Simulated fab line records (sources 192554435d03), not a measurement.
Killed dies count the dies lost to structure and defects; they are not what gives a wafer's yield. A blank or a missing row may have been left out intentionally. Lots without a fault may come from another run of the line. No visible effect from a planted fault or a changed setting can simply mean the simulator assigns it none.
Matching of chambers ; flow n5_finfet ; 4 sister chambers for N5_BEOL_M0_SAQP_ETCH_107 on rie_diel-03
The step etches SiNx in CH3F/O2, target depth 30 nm. 16 wafers are shown with their chamber, then 8 later ones without.

== EACH WAFER AND ITS CHAMBER ==
wafer;chamber;rf_vpp_V (V);drypump_motor_current_A (A);rf_fwd_power_W (W)
L074.1;3;279;5.8;391.6
L074.3;0;313;5.7;391.7
L074.5;0;312;5.7;393.3
L080.1;0;312;5.7;391.2
L080.5;2;296;6.0;389.2
L080.6;1;300;6.2;387.4
L084.1;2;295;6.0;390.2
L084.3;3;277;5.8;392.5
L084.4;0;312;5.7;391.7
L089.1;1;302;6.3;387.3
L089.2;2;299;6.0;388.9
L089.5;3;279;5.8;390.4
L090.2;1;301;6.2;387.8
L090.4;3;280;5.7;392.3
L090.6;0;313;5.7;391.8
L091.1;2;300;6.0;388.1

SIGNATURES (means of the wafers above)
reading;chamber 0;chamber 1;chamber 2;chamber 3;scatter within a chamber
rf_vpp_V;312.40;301.00;297.50;278.75;1.44
drypump_motor_current_A;5.700;6.233;6.000;5.775;0.0344
rf_fwd_power_W;391.940;387.500;389.100;391.700;0.797
Rule: a wafer's distance from a chamber is the root of the sum, over the readings, of the square of ((its reading less the chamber's mean) divided by the reading's scatter). If the next closest chamber is less than 2 further off than the closest, the wafer can't be placed; otherwise it belongs to the closest. The scatter is the square root of a quotient: the sum, over the shown wafers, of each reading's squared deviation from its chamber's mean, divided by wafers minus chambers.

== WAFERS WITH NO CHAMBER GIVEN ==
wafer;rf_vpp_V (V);drypump_motor_current_A (A);rf_fwd_power_W (W)
L091.2;313;5.7;389.9
L091.6;311;5.7;390.3
L093.1;300;6.0;389.7
L093.2;278;5.7;392.1
L093.3;312;5.7;386.6
L094.2;312;5.7;388.9
L094.3;279;5.7;390.2
L094.5;299;6.0;389.1

== EACH ONE'S CHAMBER ==
wafer;from the rows above;in truth
L091.2;0;0
L091.6;0;0
L093.1;2;2
L093.2;3;3
L093.3;0;0
L094.2;0;0
L094.3;3;3
L094.5;2;2
Correct placement for 8 of the 8. From these rows, 0 cannot be placed. Number placed wrongly: 0.
